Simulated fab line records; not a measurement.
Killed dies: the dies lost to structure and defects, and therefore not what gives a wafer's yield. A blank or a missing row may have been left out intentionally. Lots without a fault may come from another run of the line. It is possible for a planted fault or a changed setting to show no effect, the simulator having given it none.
Comparing a struck lot with a sound one :: flow n5Finfet :: 16 steps out of a route of 1938
Sound: these wafers, L534.1, L534.3, L534.5. Struck: wafer L541.5; the same lot's L541.6 was not struck, so it is left out; see the end for the cause.
At each step with rows: each side's tool, then ch and its chambers, then its first start. Under that, the readings that differ: sound wafers :: struck wafers :: difference of the means :: sigmas: that difference in standard deviations of wafers without a fault.
alike: same words and numbers on both sides, and readings whose means sit less than 2 such deviations apart. not compared: any withheld reading, any reading some wafer has no value for, any bound like >300 that may hide the same value, and any number with overlapping values for which the record gives no deviation.
The two part at a step that has a row with sigmas, a row that says differs or no value, or rows on one side only. When numbers do not overlap yet have no deviation, they are printed without sigmas and do not part them. A reading missing from all wafers of one side parts the sides only when that side holds two or more wafers.

N5_BEOL_M1_DESCUM_16: chemistry O2, time 7 s.
  sound on rieDiel-03 ch 0,1, day 9 05:37; struck on rieDiel-02 ch 0, day 11 04:12
  alike: drypumpMotorCurrentA, oesProductAu, rfVppV, showerheadPlenumPTorr, throttleValvePct
  not compared: rfHoursCounterH
N5_BEOL_M1_ETCH_74: etches underlayer in N2/H2, target depth 6.5 nm, time 5.2 s.
  sound on rieDiel-03 ch 0,1, day 9 05:40; struck on rieDiel-02 ch 0, day 11 04:13
  alike: biasW, drypumpMotorCurrentA, etchRfOnTimeS, n2FlowSccm, oesProductAu, rfVppV, showerheadPlenumPTorr, throttleValvePct
  not compared: rfHoursCounterH
N5_BEOL_M1_ETCH_63: etches SiARC in CF4, target depth 15.6 nm, time 26 s.
  sound on rieDiel-03 ch 0,1, day 9 05:41; struck on rieDiel-02 ch 0, day 11 04:15
  alike: biasW, drypumpMotorCurrentA, etchRfOnTimeS, oesProductAu, rfVppV, showerheadPlenumPTorr, throttleValvePct
  not compared: rfHoursCounterH
N5_BEOL_M1_ETCH_64: etches SOC in N2/H2, target depth 75 nm, overetch 15 nm, time 112.5 s.
  sound on rieDiel-03 ch 0,1, day 9 05:42; struck on rieDiel-02 ch 0, day 11 04:19
  alike: biasW, drypumpMotorCurrentA, n2FlowSccm, oesProductAu, rfVppV, showerheadPlenumPTorr, throttleValvePct
  not compared: rfHoursCounterH
then, 2 steps without rows for these wafers: N5_BEOL_M1_STRIP_65 (strips in N2/H2); N5_BEOL_M1_STRIP_75 (strips in N2/H2).
N5_BEOL_M1_STRIP_66: strips in CF4.
  sound on rieDiel-03 ch 0,1, day 9 05:50; struck on rieDiel-02 ch 0, day 11 04:24
reading: showerheadPlenumPTorr (Torr)
sound: 1.73 1.69 1.69
struck: 1.83
difference: +0.13
sigmas: +2
  alike: drypumpMotorCurrentA, oesProductAu, powerW, rfVppV, throttleValvePct
  not compared: rfHoursCounterH
then, 2 steps without rows for these wafers: N5_BEOL_M1_HM_OPEN_17 (chemistry Cl2/BCl3, target TiN, target depth 20 nm, overetch 6 nm); N5_BEOL_M1_STRIP_19 (strips in O2).
N5_BEOL_M1_CD_MEAS_18: pitch 36 nm, target cd 18 nm.
  sound: cdSem-01 at day 9 06:03; struck: cdSem-02 at day 11 04:41
  alike: cdNm
then, 2 steps without rows for these wafers: N5_BEOL_M1_COAT_67 (time 60 s, resist thk 60 nm); N5_BEOL_M1_COAT_68 (time 60 s, resist thk 12 nm).
N5_BEOL_M1_COAT_76: time 60 s, resist thk 5 nm.
  sound on lithoTrack-02 ch 0, day 9 06:06; struck on lithoTrack-01 ch 0, day 11 04:44
reading: heaterPowerTotalW (W)
sound: 391.5 390.3 390.3
struck: 470.0
difference: +79.3
sigmas: +61

reading: runLengthS (s)
sound: 66.44 66.27 66.33
struck: 51.03
difference: -15.32
sigmas: -99 or more
  alike: chillPlateTempC, dispensePressureKPa
then, 1 step without rows for these wafers: N5_BEOL_M1_COAT_22 (resist thk 30 nm).
N5_BEOL_M4_RC_MEAS_101:
  sound on prober-02 ch 0, day 11 04:22; struck on prober-02 ch 0, day 12 23:59
reading: DIBL_N (mV/V)
sound: 35.6 33.0 35.6
struck: 39.2
difference: +4.5
sigmas: +2

reading: DIBL_P (mV/V)
sound: 36.9 34.5 37.3
struck: 41.8
difference: +5.6
sigmas: +3

reading: IOFF_N (nA/um)
sound: 0.16 0.12 0.16
struck: 0.25
difference: +0.10
sigmas: +3

reading: IOFF_P (nA/um)
sound: 0.25 0.21 0.26
struck: 0.34
difference: +0.10
sigmas: +3
  alike: ION_N, ION_P, SS_N, SS_P, VT_N, VT_P
-- here the record skips 5 days between the struck wafers' starts before and after, leaving off in module BEOL_M4 and picking up in module PASSIVATION (first step shown: number 1936 of the route) --
N5_PASSIVATION_PROBE_49:
  record: rows for the struck wafers here (prober-01, day 17 12:30), none for the sound ones

## WHERE THEY PART
Last at N5_PASSIVATION_PROBE_49 as far as this record goes, first at N5_BEOL_M1_STRIP_66.

WHY: what had been put in by the simulator
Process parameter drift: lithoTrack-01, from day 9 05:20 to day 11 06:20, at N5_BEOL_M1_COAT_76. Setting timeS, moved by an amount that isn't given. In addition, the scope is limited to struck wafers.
